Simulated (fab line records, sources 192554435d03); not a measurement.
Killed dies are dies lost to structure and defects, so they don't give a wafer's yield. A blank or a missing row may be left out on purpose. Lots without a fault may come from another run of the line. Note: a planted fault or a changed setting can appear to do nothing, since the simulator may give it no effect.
Matching of chambers / flow n5-finfet / rie-diel-03 running N5_BEOL_M5_ETCH_72: 4 sister chambers
The step etches underlayer in N2/H2, target depth 6.5 nm, time 5.2 s. 16 wafers are shown with their chamber, then 8 later ones without.

## WAFERS PAIRED WITH THEIR CHAMBERS
wafer=L075.2; chamber=2; showerhead-plenum-p-Torr (Torr)=2.53; drypump-motor-current-A (A)=5.4; oes-product-au (a.u.)=0.64
wafer=L075.3; chamber=1; showerhead-plenum-p-Torr (Torr)=2.71; drypump-motor-current-A (A)=5.9; oes-product-au (a.u.)=0.85
wafer=L075.5; chamber=2; showerhead-plenum-p-Torr (Torr)=2.53; drypump-motor-current-A (A)=5.3; oes-product-au (a.u.)=0.64
wafer=L078.1; chamber=1; showerhead-plenum-p-Torr (Torr)=2.71; drypump-motor-current-A (A)=5.9; oes-product-au (a.u.)=0.80
wafer=L078.2; chamber=0; showerhead-plenum-p-Torr (Torr)=2.54; drypump-motor-current-A (A)=5.4; oes-product-au (a.u.)=0.63
wafer=L078.3; chamber=2; showerhead-plenum-p-Torr (Torr)=2.52; drypump-motor-current-A (A)=5.4; oes-product-au (a.u.)=0.65
wafer=L082.1; chamber=3; showerhead-plenum-p-Torr (Torr)=2.51; drypump-motor-current-A (A)=5.5; oes-product-au (a.u.)=0.61
wafer=L082.2; chamber=2; showerhead-plenum-p-Torr (Torr)=2.52; drypump-motor-current-A (A)=5.3; oes-product-au (a.u.)=0.64
wafer=L082.3; chamber=0; showerhead-plenum-p-Torr (Torr)=2.54; drypump-motor-current-A (A)=5.4; oes-product-au (a.u.)=0.63
wafer=L082.4; chamber=1; showerhead-plenum-p-Torr (Torr)=2.71; drypump-motor-current-A (A)=5.9; oes-product-au (a.u.)=0.79
wafer=L082.5; chamber=3; showerhead-plenum-p-Torr (Torr)=2.51; drypump-motor-current-A (A)=5.5; oes-product-au (a.u.)=0.61
wafer=L082.6; chamber=0; showerhead-plenum-p-Torr (Torr)=2.54; drypump-motor-current-A (A)=5.4; oes-product-au (a.u.)=0.62
wafer=L088.2; chamber=2; showerhead-plenum-p-Torr (Torr)=2.52; drypump-motor-current-A (A)=5.4; oes-product-au (a.u.)=0.63
wafer=L088.5; chamber=2; showerhead-plenum-p-Torr (Torr)=2.52; drypump-motor-current-A (A)=5.3; oes-product-au (a.u.)=0.62
wafer=L088.6; chamber=1; showerhead-plenum-p-Torr (Torr)=2.70; drypump-motor-current-A (A)=5.9; oes-product-au (a.u.)=0.77
wafer=L091.3; chamber=2; showerhead-plenum-p-Torr (Torr)=2.52; drypump-motor-current-A (A)=5.3; oes-product-au (a.u.)=0.63

SIGNATURES (means of the wafers above)
reading=showerhead-plenum-p-Torr; chamber 0=2.5400; chamber 1=2.7075; chamber 2=2.5229; chamber 3=2.5100; scatter within a chamber=0.00426
reading=drypump-motor-current-A; chamber 0=5.400; chamber 1=5.900; chamber 2=5.343; chamber 3=5.500; scatter within a chamber=0.0378
reading=oes-product-au; chamber 0=0.6267; chamber 1=0.8025; chamber 2=0.6357; chamber 3=0.6100; scatter within a chamber=0.0185
Rule: distance of a wafer from a chamber = root of the sum over the readings of ((wafer's reading minus chamber's mean) / reading's scatter) squared. The wafer belongs to the nearest chamber; if the next one is less than 2 further off, it can't be placed. The scatter is the square root of a quotient: the sum, over the shown wafers, of each reading's squared deviation from its chamber's mean, divided by wafers minus chambers.

## WAFERS WITHOUT THEIR CHAMBER
wafer=L091.4; showerhead-plenum-p-Torr (Torr)=2.70; drypump-motor-current-A (A)=5.9; oes-product-au (a.u.)=0.79
wafer=L091.6; showerhead-plenum-p-Torr (Torr)=2.70; drypump-motor-current-A (A)=5.9; oes-product-au (a.u.)=0.78
wafer=L092.4; showerhead-plenum-p-Torr (Torr)=2.53; drypump-motor-current-A (A)=5.4; oes-product-au (a.u.)=0.61
wafer=L092.5; showerhead-plenum-p-Torr (Torr)=2.51; drypump-motor-current-A (A)=5.3; oes-product-au (a.u.)=0.62
wafer=L092.6; showerhead-plenum-p-Torr (Torr)=2.70; drypump-motor-current-A (A)=6.0; oes-product-au (a.u.)=0.76
wafer=L090.2; showerhead-plenum-p-Torr (Torr)=2.51; drypump-motor-current-A (A)=5.4; oes-product-au (a.u.)=0.62
wafer=L090.3; showerhead-plenum-p-Torr (Torr)=2.50; drypump-motor-current-A (A)=5.5; oes-product-au (a.u.)=0.59
wafer=L090.4; showerhead-plenum-p-Torr (Torr)=2.53; drypump-motor-current-A (A)=5.4; oes-product-au (a.u.)=0.61

## EACH ONE'S CHAMBER
wafer=L091.4; from the rows above=1; in truth=1
wafer=L091.6; from the rows above=1; in truth=1
wafer=L092.4; from the rows above=can't be placed: 0 or 2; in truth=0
wafer=L092.5; from the rows above=can't be placed: 2 or 3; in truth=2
wafer=L092.6; from the rows above=1; in truth=1
wafer=L090.2; from the rows above=can't be placed: 3 or 2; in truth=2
wafer=L090.3; from the rows above=3; in truth=3
wafer=L090.4; from the rows above=can't be placed: 0 or 2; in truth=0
Correct placement for 4 of the 8. From these rows, 4 cannot be placed; in 4 the true chamber is one of the candidates. Number placed wrongly: 0.
